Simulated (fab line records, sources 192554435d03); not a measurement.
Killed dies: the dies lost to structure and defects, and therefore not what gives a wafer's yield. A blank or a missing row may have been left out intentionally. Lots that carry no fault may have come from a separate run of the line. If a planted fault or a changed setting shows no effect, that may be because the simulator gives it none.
Split-lot trial -- flow n5Finfet -- on a route of 1938 steps: 7 lots, 21 wafers read

== ABOUT THE SPLIT ==
At N5_BEOL_M0_SAQP_EXPOSE_37 (exposes mask M0 CUT1, target cd 30 nm), the setting doseMj was moved away from the recipe's 44.75 on 7 of the 21 wafers read, by -4.7% to +7.4%. The other wafers ran this setting at the recipe's value.

== FROM THE SPLIT TO THE READING: what the file shows between them, 2 steps ==
- N5_BEOL_M0_SAQP_PEB_38: peb time 60 s
- N5_BEOL_M0_SAQP_DEVELOP_39: develop time 30 s

== THE READING ==
cdNm, in nm, at N5_BEOL_M0_SAQP_CD_MEAS_40 (target cd 30 nm). Typical for fault-free wafers on this fab line: 30.08 nm, with standard deviation 0.21 nm.

wafer,"tool, chamber at the split",doseMj as run,against the recipe,"cdNm, nm",against lot-mates on the recipe
L074.1,"euvScanner-01, 0",44.75,recipe,29.93,-
L074.4,"euvScanner-01, 0",44.75,recipe,30.21,-
L074.6,"euvScanner-01, 0",44.75,recipe,30.40,-
L077.1,"euvScanner-01, 0",44.75,recipe,29.70,-
L077.3,"euvScanner-01, 0",42.66,-4.7%,29.02,-0.89
L077.5,"euvScanner-01, 0",44.75,recipe,30.13,-
L079.1,"euvScanner-02, 0",47,+5.0%,31.06,no lot-mate on the recipe
L079.3,"euvScanner-02, 0",47,+5.0%,31.34,no lot-mate on the recipe
L079.4,"euvScanner-02, 0",47,+5.0%,31.19,no lot-mate on the recipe
L081.1,"euvScanner-02, 0",46.87,+4.7%,30.80,+0.56
L081.3,"euvScanner-02, 0",46.87,+4.7%,31.09,+0.85
L081.6,"euvScanner-02, 0",44.75,recipe,30.24,-
L087.1,"euvScanner-02, 0",44.75,recipe,30.48,-
L087.2,"euvScanner-02, 0",44.75,recipe,30.28,-
L087.3,"euvScanner-02, 0",44.75,recipe,30.12,-
L088.2,"euvScanner-01, 0",44.75,recipe,29.97,-
L088.3,"euvScanner-01, 0",44.75,recipe,29.92,-
L088.6,"euvScanner-01, 0",44.75,recipe,30.18,-
L092.1,"euvScanner-02, 0",44.75,recipe,30.11,-
L092.5,"euvScanner-02, 0",48.07,+7.4%,31.72,+1.49
L092.6,"euvScanner-02, 0",44.75,recipe,30.34,-

THE FIT
A straight line over all 21 wafers: cdNm changes by +0.208 nm for each +1% of doseMj; r = +0.95; the points scatter about the line by 0.2 nm.
The same after taking each lot's own level away (the mean of its wafers on the recipe; 18 wafers): +0.181 nm for each +1%; r = +0.95; scatter 0.17 nm.
Per that fit: largest doseMj move, reading shift of 1.3 nm.
The lots' own levels span 29.915 to 30.293 nm, that is 1.8 times the standard deviation above.
Hence the slope depends on the lot-to-lot level, as the two fits are not the same.
Check: with one of the wafers moved furthest among these (+7.4%) left out of the fit, the line predicts +1.2 nm for it against its lot-mates. Against them it came out at +1.49 nm.

== THESE WAFERS: OTHER SPLITS ==
Note: prior to the reading, these wafers also went through further splits. Each is held against what the fit with the lots' levels taken away leaves over:
other split on the same wafers,wafers away from the commonest value,r with cdNm (lot level and that fit taken away)
N5_MOL_CONTACT_COAG_CONTACT_ETCH_14 timeS,4,-0.26
N5_MOL_CONTACT_COAG_ALD_133 aldCycles,7,+0.20

== THE WHOLE CHAIN: every reading that the file lists as answering this split, in the file's order ==
step,what it does,reading,change (the file's fit),r (the file's)
N5_BEOL_M0_SAQP_CD_MEAS_40,target cd 30 nm,cdNm,+0.187 nm for each +1% of the setting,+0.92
N5_BEOL_M0_SAQP_DESCUM_45,"chemistry O2, time 7 s","BEOL_M0_SAQP.cdNm (the simulator's own value, which no gauge read)",+0.229 nm for each +1% of the setting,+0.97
N5_BEOL_M0_SAQP_ETCH_88,"etches underlayer in N2/H2, target depth 6.5 nm, time 5.2 s","BEOL_M0_SAQP.cdNm (the simulator's own value, which no gauge read)",+0.214 nm for each +1% of the setting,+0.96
N5_BEOL_M0_SAQP_CUT_ETCH_46,"etches SOC in N2/H2, target depth 135 nm, overetch 27 nm, time 202.5 s","BEOL_M0_SAQP.cdNm (the simulator's own value, which no gauge read)",+0.193 nm for each +1% of the setting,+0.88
N5_BEOL_M0_SAQP_ETCH_49,"etches SiO2 in CF4/O2, target depth 37 nm","BEOL_M0_SAQP.cdNm (the simulator's own value, which no gauge read)",+0.195 nm for each +1% of the setting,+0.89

== FILE'S OWN FIT ==
cdNm changes by +0.187 nm for each +1% of doseMj, r = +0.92.
